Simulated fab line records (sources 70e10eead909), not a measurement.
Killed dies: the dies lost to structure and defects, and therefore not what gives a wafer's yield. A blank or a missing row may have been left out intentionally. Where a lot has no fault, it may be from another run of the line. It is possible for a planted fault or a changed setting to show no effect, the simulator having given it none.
fab line records	flow nand-harc
[record] lots = 24	wafers = 72	last-day = 24
route steps=1159 shown P_M0@272 P_M1@295
lots that met no fault: taken from a fault-free run of the same line
start-h: hours from the record's opening day to when the first of the lot's shown wafers began	wait-h: how many hours have passed since the lot's step before this one	" unchanged from the row above	L1.1+2: a row that stands for several wafers	- value missing, or start not given	* or withheld: withheld	< > ~ a bound
route shown NAME@n: names a module that has steps shown in the file, with the first one's number in the route	usual: the fault-free wafers' mean and standard deviation	same: alike in all rows	chamber/n: place in a boat	sites: the reading at each site	_std_site: how widely they spread, as a standard deviation	_edge_site: mean of outer sites minus mean of inner sites	radius-mm: for every site, how far away it sits from the centre of the wafer	mask NAME#n: copy n	behind: the last tool/chamber to shape the wafer	hold: cause of the lot's hold/its duration in hours/its outcome	device: the n, p or np transistor that did not switch	end of line: the same wafers' tests at the end of the route	a step with no rows: only its recipe	killed: not the wafer's yield, but the dies lost to structure and defects at the first sort	map: a wafer's dies, marking killed ones x, the rest . and places with no die _
set.NAME: the run value of the setting; set.NAME@STEP: its run value at that earlier step	model.NAME: the simulator's own value behind a step, which no gauge read
the route's steps for a sample of lots (tables are steps, rows are wafers)
services: the hour from which a tool's chamber was out of use, counted from the record's first day as start-h (under 0 if before that day), plus the number of hours and why
[[steps]]
[step NHARC_P_M0_DEGAS_28]
[recipe] temp-c = 250	time-s = 60
[usual] heater-power-w = 334/34
lot.wafer	tool	chamber	start-h	wait-h	heater-power-w
L075.2	pvd-sputter-01	-	124.21	-	326
L075.1	"	-	"	"	333
L075.4	"	-	"	"	357
L074.1	pvd-sputter-03	-	126.49	-	289
L074.5	"	-	"	"	283
L074.6	"	-	"	"	370
L076.4	pvd-sputter-03	-	129.78	-	291
L076.3	"	-	"	"	379
L076.5	"	-	"	"	374
L078.2	pvd-sputter-02	-	141.37	-	281
L078.4	"	-	"	"	298
L078.5	"	-	"	"	293
L077.3	pvd-sputter-02	-	142.71	-	304
L077.2	"	-	"	"	282
L077.4	"	-	"	"	295
L079.4	pvd-sputter-03	-	143.11	-	369
L079.1	"	-	"	"	291
L079.5	"	-	"	"	354
L080.3	pvd-sputter-03	-	154.13	-	366
L080.6	"	-	"	"	364
L080.5	"	-	"	"	288
L081.4	pvd-sputter-02	-	167.70	-	293
L081.3	"	-	"	"	354
L081.6	"	-	"	"	291
L083.1	pvd-sputter-03	-	167.87	-	364
L083.2	"	-	"	"	288
L083.5	"	-	"	"	289
L082.2	pvd-sputter-01	-	168.92	-	397
L082.3	"	-	"	"	331
L082.6	"	-	"	"	386
L084.1	pvd-sputter-02	-	189.60	-	306
L084.2	"	-	"	"	296
L084.5	"	-	"	"	304
L086.2	pvd-sputter-01	-	191.64	-	347
L086.3	"	-	"	"	327
L086.4	"	-	"	"	322
L085.4	pvd-sputter-02	-	191.92	-	290
L085.1	"	-	"	"	367
L085.3	"	-	"	"	296
L087.1	pvd-sputter-03	-	192.18	-	373
L087.3	"	-	"	"	362
L087.2	"	-	"	"	283
L089.2	pvd-sputter-02	-	208.46	-	300
L089.4	"	-	"	"	360
L089.5	"	-	"	"	291
L090.2	pvd-sputter-01	-	209.49	-	329
L090.3	"	-	"	"	395
L090.6	"	-	"	"	348
L088.3	pvd-sputter-03	-	209.94	-	360
L088.2	"	-	"	"	346
L088.6	"	-	"	"	363
L091.3	pvd-sputter-03	-	216.05	-	375
L091.4	"	-	"	"	291
L091.6	"	-	"	"	342
L092.2	pvd-sputter-01	-	222.64	-	339
L092.4	"	-	"	"	383
L092.5	"	-	"	"	321
L093.2	pvd-sputter-03	-	231.89	-	287
L093.3	"	-	"	"	348
L093.5	"	-	"	"	370
L095.1	pvd-sputter-02	-	236.71	-	318
L095.4	"	-	"	"	292
L095.6	"	-	"	"	363
L094.4	pvd-sputter-03	-	237.29	-	292
L094.1	"	-	"	"	372
L094.6	"	-	"	"	366
L096.4	pvd-sputter-01	-	257.27	-	328
L096.1	"	-	"	"	345
L096.6	"	-	"	"	337
L097.4	pvd-sputter-03	-	257.41	-	287
L097.1	"	-	"	"	376
L097.6	"	-	"	"	291
[step NHARC_P_M0_PVD_20]
[recipe] target-thk-a = 50	bias-v = 168.6	power-w = 15000	chamber-pressure-pa = 0.12	time-s = 8.06	substrate-temp-c = 50	material = TaN
[usual] throttle-valve-pct = 29.9/0.93
lot.wafer	tool	chamber	start-h	wait-h	throttle-valve-pct
L075.2	pvd-sputter-01	-	-	-	29.4
L075.1	"	-	"	"	29.9
L075.4	"	-	"	"	30.7
L074.1	pvd-sputter-03	-	-	-	31.0
L074.6	"	-	"	"	30.1
L074.5	"	-	"	"	28.4
L076.3	pvd-sputter-03	-	-	-	28.8
L076.4	"	-	"	"	28.8
L076.5	"	-	"	"	28.9
L078.2	pvd-sputter-02	-	-	-	29.9
L078.4	"	-	"	"	31.2
L078.5	"	-	"	"	29.5
L077.3	pvd-sputter-02	-	-	-	31.3
L077.4	"	-	"	"	29.3
L077.2	"	-	"	"	29.5
L079.1	pvd-sputter-03	-	-	-	31.1
L079.4	"	-	"	"	28.6
L079.5	"	-	"	"	28.9
L080.3	pvd-sputter-03	-	-	-	28.5
L080.5	"	-	"	"	28.7
L080.6	"	-	"	"	31.2
L081.4	pvd-sputter-02	-	-	-	29.2
L081.3	"	-	"	"	30.1
L081.6	"	-	"	"	31.4
L083.2	pvd-sputter-03	-	-	-	28.4
L083.1	"	-	"	"	28.8
L083.5	"	-	"	"	28.7
L082.3	pvd-sputter-01	-	-	-	29.0
L082.2	"	-	"	"	30.7
L082.6	"	-	"	"	29.6
L084.1	pvd-sputter-02	-	-	-	30.4
L084.2	"	-	"	"	31.0
L084.5	"	-	"	"	29.4
L086.2	pvd-sputter-01	-	-	-	28.7
L086.4	"	-	"	"	30.9
L086.3	"	-	"	"	30.9
L085.1	pvd-sputter-02	-	-	-	29.3
L085.3	"	-	"	"	29.5
L085.4	"	-	"	"	30.1
L087.1	pvd-sputter-03	-	-	-	31.3
L087.2	"	-	"	"	29.1
L087.3	"	-	"	"	30.1
L089.4	pvd-sputter-02	-	-	-	31.3
L089.2	"	-	"	"	29.4
L089.5	"	-	"	"	31.3
L090.3	pvd-sputter-01	-	-	-	30.7
L090.2	"	-	"	"	30.9
L090.6	"	-	"	"	30.7
L088.2	pvd-sputter-03	-	-	-	30.0
L088.3	"	-	"	"	31.4
L088.6	"	-	"	"	30.0
L091.4	pvd-sputter-03	-	-	-	28.7
L091.3	"	-	"	"	31.3
L091.6	"	-	"	"	28.1
L092.2	pvd-sputter-01	-	-	-	30.3
L092.4	"	-	"	"	29.8
L092.5	"	-	"	"	30.5
L093.3	pvd-sputter-03	-	-	-	31.3
L093.2	"	-	"	"	29.9
L093.5	"	-	"	"	31.6
L095.4	pvd-sputter-02	-	-	-	30.1
L095.1	"	-	"	"	30.3
L095.6	"	-	"	"	31.5
L094.4	pvd-sputter-03	-	-	-	28.9
L094.1	"	-	"	"	30.3
L094.6	"	-	"	"	28.6
L096.1	pvd-sputter-01	-	-	-	29.1
L096.4	"	-	"	"	30.8
L096.6	"	-	"	"	30.7
L097.1	pvd-sputter-03	-	-	-	29.0
L097.4	"	-	"	"	30.0
L097.6	"	-	"	"	29.0
[step NHARC_P_M0_THK_MEAS_24]
[recipe] thk-meas-gauge = xrf
[usual] thk-nm = 116.9/1.3
lot.wafer	tool	chamber	start-h	wait-h	thk-nm
L075.1	film-metro-01	-	125.60	-	117.3
L075.2	"	-	"	"	117.5
L075.4	"	-	"	"	115.1
L074.1	film-metro-01	-	128.04	-	117.4
L074.5	"	-	"	"	117.2
L074.6	"	-	"	"	115.5
L076.3	film-metro-01	-	131.18	-	117.1
L076.4	"	-	"	"	115.8
L076.5	"	-	"	"	115.9
L078.2	film-metro-01	-	142.80	-	116.1
L078.4	"	-	"	"	118.5
L078.5	"	-	"	"	116.0
L077.2	film-metro-01	-	144.12	-	116.4
L077.3	"	-	"	"	115.7
L077.4	"	-	"	"	114.2
L079.1	film-metro-01	-	144.59	-	114.7
L079.4	"	-	"	"	119.5
L079.5	"	-	"	"	117.2
L080.3	film-metro-02	-	155.51	-	116.0
L080.5	"	-	"	"	117.7
L080.6	"	-	"	"	116.9
L081.3	film-metro-02	-	169.10	-	118.0
L081.4	"	-	"	"	117.5
L081.6	"	-	"	"	116.8
L083.1	film-metro-02	-	169.27	-	115.9
L083.2	"	-	"	"	116.9
L083.5	"	-	"	"	116.0
L082.2	film-metro-02	-	170.36	-	117.7
L082.3	"	-	"	"	118.5
L082.6	"	-	"	"	117.8
L084.1	film-metro-01	-	191.02	-	116.5
L084.2	"	-	"	"	116.4
L084.5	"	-	"	"	116.8
L086.2	film-metro-02	-	193.14	-	116.7
L086.3	"	-	"	"	115.8
L086.4	"	-	"	"	119.0
L085.1	film-metro-01	-	193.83	-	117.7
L085.3	"	-	"	"	118.5
L085.4	"	-	"	"	118.9
L087.1	film-metro-01	-	193.96	-	114.2
L087.2	"	-	"	"	115.2
L087.3	"	-	"	"	115.0
L089.2	film-metro-01	-	209.85	-	115.3
L089.4	"	-	"	"	117.4
L089.5	"	-	"	"	118.0
L090.2	film-metro-02	-	210.89	-	116.8
L090.3	"	-	"	"	114.8
L090.6	"	-	"	"	116.8
L088.2	film-metro-02	-	211.34	-	115.5
L088.3	"	-	"	"	116.3
L088.6	"	-	"	"	116.9
L091.3	film-metro-02	-	217.45	-	118.2
L091.4	"	-	"	"	116.5
L091.6	"	-	"	"	118.4
L092.2	film-metro-02	-	224.11	-	117.4
L092.4	"	-	"	"	117.5
L092.5	"	-	"	"	115.2
L093.2	film-metro-02	-	233.29	-	117.9
L093.3	"	-	"	"	115.3
L093.5	"	-	"	"	118.0
L095.1	film-metro-02	-	238.11	-	118.9
L095.4	"	-	"	"	118.3
L095.6	"	-	"	"	117.6
L094.1	film-metro-02	-	238.68	-	116.4
L094.4	"	-	"	"	117.1
L094.6	"	-	"	"	118.1
L096.1	film-metro-02	-	258.65	-	117.4
L096.4	"	-	"	"	117.2
L096.6	"	-	"	"	118.4
L097.1	film-metro-01	-	258.82	-	115.4
L097.4	"	-	"	"	120.9
L097.6	"	-	"	"	118.7
[step NHARC_P_M1_CD_MEAS_09]
[recipe] target-cd-nm = 130	landing-energy-ev = 500
[usual] cd-nm = 130.0/0.55
lot.wafer	tool	chamber	start-h	wait-h	cd-nm
L075.1	cd-sem-01	0	127.02	-	130.9
L075.2	"	0	"	"	130.9
L075.4	"	0	"	"	129.4
L074.1	cd-sem-01	0	129.63	-	129.8
L074.5	"	0	"	"	130.2
L074.6	"	0	"	"	129.9
L076.3	cd-sem-02	0	132.61	-	128.6
L076.4	"	0	"	"	130.0
L076.5	"	0	"	"	130.7
L078.2	cd-sem-03	0	144.49	-	129.2
L078.4	"	0	"	"	129.8
L078.5	"	0	"	"	130.3
L077.2	cd-sem-03	0	145.53	-	129.8
L077.3	"	0	"	"	129.1
L077.4	"	0	"	"	129.3
L079.1	cd-sem-02	0	146.22	-	130.6
L079.4	"	0	"	"	129.9
L079.5	"	0	"	"	130.1
L080.3	cd-sem-02	0	156.94	-	130.5
L080.5	"	0	"	"	129.3
L080.6	"	0	"	"	131.0
L081.3	cd-sem-03	0	170.54	-	130.1
L081.4	"	0	"	"	130.1
L081.6	"	0	"	"	129.7
L083.1	cd-sem-01	0	170.86	-	129.9
L083.2	"	0	"	"	130.1
L083.5	"	0	"	"	130.0
L082.2	cd-sem-03	0	171.92	-	129.2
L082.3	"	0	"	"	130.3
L082.6	"	0	"	"	129.7
L084.1	cd-sem-03	0	192.57	-	131.0
L084.2	"	0	"	"	129.7
L084.5	"	0	"	"	129.9
L086.2	cd-sem-01	0	194.69	-	129.4
L086.3	"	0	"	"	129.5
L086.4	"	0	"	"	130.0
L085.1	cd-sem-01	0	195.35	-	129.8
L085.3	"	0	"	"	129.5
L085.4	"	0	"	"	129.3
L087.1	cd-sem-01	0	195.80	-	129.3
L087.2	"	0	"	"	129.4
L087.3	"	0	"	"	129.9
L089.2	cd-sem-03	0	211.43	-	129.7
L089.4	"	0	"	"	128.7
L089.5	"	0	"	"	129.5
L090.2	cd-sem-02	0	212.44	-	129.6
L090.3	"	0	"	"	130.7
L090.6	"	0	"	"	130.2
L088.2	cd-sem-03	0	212.91	-	131.1
L088.3	"	0	"	"	130.2
L088.6	"	0	"	"	130.6
L091.3	cd-sem-02	0	219.20	-	130.9
L091.4	"	0	"	"	130.8
L091.6	"	0	"	"	130.1
L092.2	cd-sem-01	0	225.67	-	130.2
L092.4	"	0	"	"	130.9
L092.5	"	0	"	"	129.6
L093.2	cd-sem-02	0	234.71	-	130.3
L093.3	"	0	"	"	129.3
L093.5	"	0	"	"	131.2
L095.1	cd-sem-03	0	239.71	-	130.3
L095.4	"	0	"	"	130.3
L095.6	"	0	"	"	129.4
L094.1	cd-sem-01	0	240.35	-	129.9
L094.4	"	0	"	"	129.7
L094.6	"	0	"	"	130.2
L096.1	cd-sem-01	0	260.17	-	131.1
L096.4	"	0	"	"	130.3
L096.6	"	0	"	"	130.1
L097.1	cd-sem-03	0	260.51	-	129.9
L097.4	"	0	"	"	128.9
L097.6	"	0	"	"	130.2
[step NHARC_P_M1_ETCH_28]
[recipe] target-depth-a = 300	over-etch-frac = 0.3	time-s = 72.99	ion-energy-ev = 150	cf4-flow-sccm = 50	n2-flow-sccm = 100	ar-flow-sccm = 150	rf-w = 300	bias-w = 100	chemistry = CF4/N2
[usual] drypump-motor-current-A = 5.7/0.48	oes-product-au = 0.995/0.0098	rf-vpp-V = 314.5/1.7	showerhead-plenum-p-Torr = 2.64/0.094	throttle-valve-pct = 19.795/0.0082
lot.wafer	tool	chamber	start-h	wait-h	drypump-motor-current-A	oes-product-au	rf-hours-counter-h	rf-vpp-V	showerhead-plenum-p-Torr	throttle-valve-pct
L075.1	rie-diel-04	2	-	-	4.8	1.002	0.1	313.5	2.56	19.785
L075.4	"	3	"	"	6.0	1.013	0.2	314.2	2.64	19.800
L075.2	"	0	"	"	5.8	0.983	0.1	314.6	2.62	19.780
L074.1	rie-diel-03	1	-	-	5.8	0.992	2.2	313.6	2.60	19.798
L074.5	"	1	"	"	5.8	0.998	-	312.2	2.60	19.785
L074.6	"	2	"	"	5.7	0.989	-	314.9	2.70	19.794
L076.3	rie-diel-05	0	-	-	5.3	0.994	9.4	316.3	2.76	19.792
L076.4	"	1	"	"	6.2	0.999	9.0	314.4	2.66	19.786
L076.5	"	0	"	"	5.3	0.992	-	317.0	2.76	19.789
L078.2	rie-diel-05	2	-	-	5.6	0.979	10.0	313.6	2.46	19.796
L078.4	"	1	"	"	6.2	0.995	10.0	315.5	2.66	19.788
L078.5	"	3	"	"	6.5	0.999	-	315.4	2.63	19.800
L077.3	rie-diel-04	0	-	-	5.8	0.983	1.4	314.8	2.62	19.795
L077.4	"	2	"	"	4.7	1.004	1.7	313.6	2.55	19.795
L077.2	"	3	"	"	6.0	1.007	1.6	314.2	2.64	19.795
L079.1	rie-diel-03	3	-	-	4.8	0.989	2.4	318.4	2.83	19.800
L079.4	"	0	"	"	6.0	0.994	2.5	313.4	2.58	19.794
L079.5	"	1	"	"	5.8	0.987	-	313.9	2.60	19.806
L080.3	rie-diel-03	3	-	-	4.8	0.997	2.6	317.3	2.83	19.788
L080.6	"	2	"	"	5.7	0.981	-	315.5	2.70	19.805
L080.5	"	3	"	"	4.8	0.989	-	317.2	2.83	19.797
L081.3	rie-diel-03	1	-	-	5.8	0.987	3.1	312.8	2.60	19.805
L081.4	"	2	"	"	5.7	0.969	3.1	315.7	2.70	19.801
L081.6	"	0	"	"	5.9	0.998	-	313.5	2.58	19.808
L083.1	rie-diel-03	2	-	-	5.7	0.985	3.2	314.6	2.70	19.807
L083.2	"	3	"	"	4.8	0.992	2.9	319.1	2.83	19.795
L083.5	"	1	"	"	5.8	0.988	-	313.6	2.60	19.790
L082.2	rie-diel-04	3	-	-	6.0	0.992	4.2	313.6	2.64	19.782
L082.3	"	0	"	"	5.8	0.980	3.8	313.4	2.62	19.791
L082.6	"	1	"	"	5.3	0.997	-	314.3	2.67	19.790
L084.1	rie-diel-03	1	-	-	5.8	0.988	3.6	314.2	2.60	19.793
L084.2	"	2	"	"	5.7	0.985	3.7	314.6	2.70	19.799
L084.5	"	0	"	"	5.9	0.998	-	313.1	2.58	19.799
L086.3	rie-diel-05	2	-	-	5.7	1.001	1.6	310.8	2.46	19.793
L086.2	"	0	"	"	5.3	1.000	1.5	316.2	2.76	19.791
L086.4	"	1	"	"	6.2	0.994	1.4	313.8	2.66	19.799
L085.1	rie-diel-04	1	-	-	5.4	1.001	5.2	315.4	2.67	19.792
L085.4	"	2	"	"	4.8	1.000	5.6	312.7	2.55	19.809
L085.3	"	0	"	"	5.8	0.975	5.4	313.5	2.62	19.795
L087.2	rie-diel-03	1	-	-	5.8	0.987	3.7	315.0	2.60	19.785
L087.3	"	2	"	"	5.7	0.983	3.9	315.5	2.70	19.793
L087.1	"	0	"	"	5.9	1.003	3.7	313.7	2.58	19.788
L089.2	rie-diel-03	1	-	-	5.8	0.979	4.0	313.8	2.60	19.808
L089.4	"	0	"	"	6.0	0.984	3.9	312.8	2.58	19.799
L089.5	"	1	"	"	5.8	0.983	-	312.8	2.60	19.778
L090.3	rie-diel-03	0	-	-	5.9	1.003	3.9	314.0	2.58	19.776
L090.2	"	1	"	"	5.8	0.989	4.1	313.0	2.60	19.800
L090.6	"	3	"	"	4.8	0.999	-	317.8	2.83	19.785
L088.3	rie-diel-03	2	-	-	5.7	0.995	4.3	315.4	2.70	19.787
L088.2	"	3	"	"	4.8	0.990	3.9	318.2	2.83	19.792
L088.6	"	2	"	"	5.7	0.989	-	314.5	2.70	19.794
L091.3	rie-diel-05	0	-	-	5.4	0.998	2.3	315.3	2.76	19.790
L091.4	"	1	"	"	6.2	0.992	3.4	314.6	2.66	19.803
L091.6	"	3	"	"	6.4	0.990	-	314.4	2.63	19.803
L092.4	rie-diel-04	0	-	-	5.8	0.992	8.3	312.5	2.62	19.794
L092.2	"	3	"	"	6.0	1.008	8.7	314.9	2.64	19.785
L092.5	"	1	"	"	5.3	1.010	-	314.5	2.67	19.790
L093.3	rie-diel-05	3	-	-	6.5	1.000	4.6	315.0	2.63	19.782
L093.2	"	1	"	"	6.2	1.003	3.9	314.4	2.66	19.794
L093.5	"	3	"	"	6.5	0.992	-	313.7	2.63	19.787
L095.1	rie-diel-04	1	-	-	5.3	1.010	8.6	315.0	2.67	19.795
L095.4	"	2	"	"	4.8	1.006	-	312.3	2.55	19.813
L095.6	"	3	"	"	6.0	1.004	-	313.1	2.63	19.792
L094.1	rie-diel-05	2	-	-	5.6	0.984	4.1	311.9	2.46	19.799
L094.4	"	3	"	"	6.5	0.993	4.8	313.8	2.63	19.788
L094.6	"	2	"	"	5.6	0.989	-	310.5	2.46	19.787
L096.4	rie-diel-03	1	-	-	5.9	0.985	0.7	313.3	2.60	19.792
L096.1	"	0	"	"	6.0	1.013	0.6	313.0	2.58	19.777
L096.6	"	1	"	"	5.8	0.993	-	314.2	2.60	19.785
L097.4	rie-diel-05	2	-	-	5.7	0.991	5.8	310.7	2.46	19.804
L097.1	"	1	"	"	6.2	1.007	5.4	316.0	2.66	19.776
L097.6	"	2	"	"	5.7	0.995	-	310.6	2.46	19.782
[step NHARC_P_M1_THK_MEAS_24]
[recipe] thk-meas-gauge = xrf
[usual] thk-nm = 157.7/1.4
lot.wafer	tool	chamber	start-h	wait-h	thk-nm
L075.1	film-metro-01	-	129.65	-	157.3
L075.2	"	-	"	"	156.1
L075.4	"	-	"	"	158.2
L074.1	film-metro-01	-	132.26	-	153.9
L074.5	"	-	"	"	156.1
L074.6	"	-	"	"	158.6
L076.3	film-metro-01	-	135.36	-	158.2
L076.4	"	-	"	"	160.4
L076.5	"	-	"	"	158.5
L078.2	film-metro-01	-	147.14	-	157.1
L078.4	"	-	"	"	158.7
L078.5	"	-	"	"	157.2
L077.2	film-metro-01	-	148.12	-	157.6
L077.3	"	-	"	"	157.2
L077.4	"	-	"	"	159.5
L079.1	film-metro-01	-	148.83	-	156.6
L079.4	"	-	"	"	153.6
L079.5	"	-	"	"	158.1
L080.3	film-metro-02	-	159.55	-	159.1
L080.5	"	-	"	"	159.5
L080.6	"	-	"	"	159.1
L081.3	film-metro-02	-	173.15	-	158.5
L081.4	"	-	"	"	157.5
L081.6	"	-	"	"	159.3
L083.1	film-metro-01	-	173.76	-	158.3
L083.2	"	-	"	"	157.1
L083.5	"	-	"	"	160.0
L082.2	film-metro-01	-	174.52	-	157.1
L082.3	"	-	"	"	155.2
L082.6	"	-	"	"	156.9
L084.1	film-metro-02	-	195.21	-	156.5
L084.2	"	-	"	"	158.8
L084.5	"	-	"	"	154.8
L086.2	film-metro-01	-	197.30	-	158.6
L086.3	"	-	"	"	156.8
L086.4	"	-	"	"	159.1
L085.1	film-metro-02	-	197.99	-	155.7
L085.3	"	-	"	"	158.3
L085.4	"	-	"	"	157.7
L087.1	film-metro-02	-	198.41	-	160.8
L087.2	"	-	"	"	159.7
L087.3	"	-	"	"	157.4
L089.2	film-metro-02	-	214.08	-	158.7
L089.4	"	-	"	"	158.4
L089.5	"	-	"	"	159.0
L090.2	film-metro-02	-	215.08	-	157.7
L090.3	"	-	"	"	157.6
L090.6	"	-	"	"	158.2
L088.2	film-metro-01	-	215.71	-	156.1
L088.3	"	-	"	"	157.7
L088.6	"	-	"	"	157.3
L091.3	film-metro-02	-	221.83	-	155.2
L091.4	"	-	"	"	157.7
L091.6	"	-	"	"	159.8
L092.2	film-metro-01	-	228.32	-	156.1
L092.4	"	-	"	"	158.9
L092.5	"	-	"	"	158.9
L093.2	film-metro-02	-	237.37	-	158.2
L093.3	"	-	"	"	158.9
L093.5	"	-	"	"	155.2
L095.1	film-metro-01	-	242.74	-	156.9
L095.4	"	-	"	"	155.5
L095.6	"	-	"	"	158.1
L094.1	film-metro-02	-	243.01	-	157.3
L094.4	"	-	"	"	156.5
L094.6	"	-	"	"	156.2
L096.1	film-metro-01	-	262.80	-	157.2
L096.4	"	-	"	"	156.6
L096.6	"	-	"	"	157.2
L097.1	film-metro-01	-	263.12	-	157.2
L097.4	"	-	"	"	157.2
L097.6	"	-	"	"	157.3
[[services]]
tool	chamber	start-h	hours	kind
pvd-sputter-03	-	102.00	10.0	pm
rie-diel-03	3	109.33	1.4	repair
rie-diel-04	-	111.90	9.0	pm
rie-diel-03	0	120.80	-	clean
rie-diel-03	1	120.80	-	clean
rie-diel-03	2	120.80	-	clean
rie-diel-03	3	120.80	-	clean
pvd-sputter-03	-	144.15	2.6	repair
rie-diel-03	0	145.30	-	clean
rie-diel-03	1	145.30	-	clean
rie-diel-03	2	145.30	-	clean
rie-diel-03	3	145.30	-	clean
pvd-sputter-01	-	158.00	10.0	pm
rie-diel-05	-	163.60	9.0	pm
rie-diel-03	0	169.80	-	clean
rie-diel-03	1	169.80	-	clean
pvd-sputter-01	-	172.96	3.9	repair
rie-diel-03	1	184.57	1.3	repair
rie-diel-05	0	197.00	6.1	repair
pvd-sputter-02	-	203.59	1.1	repair
pvd-sputter-02	-	214.01	10.0	pm
rie-diel-03	-	215.30	9.0	pm
rie-diel-05	2	223.81	7.4	repair
rie-diel-04	0	233.78	8.4	repair
[[key]]
fault none
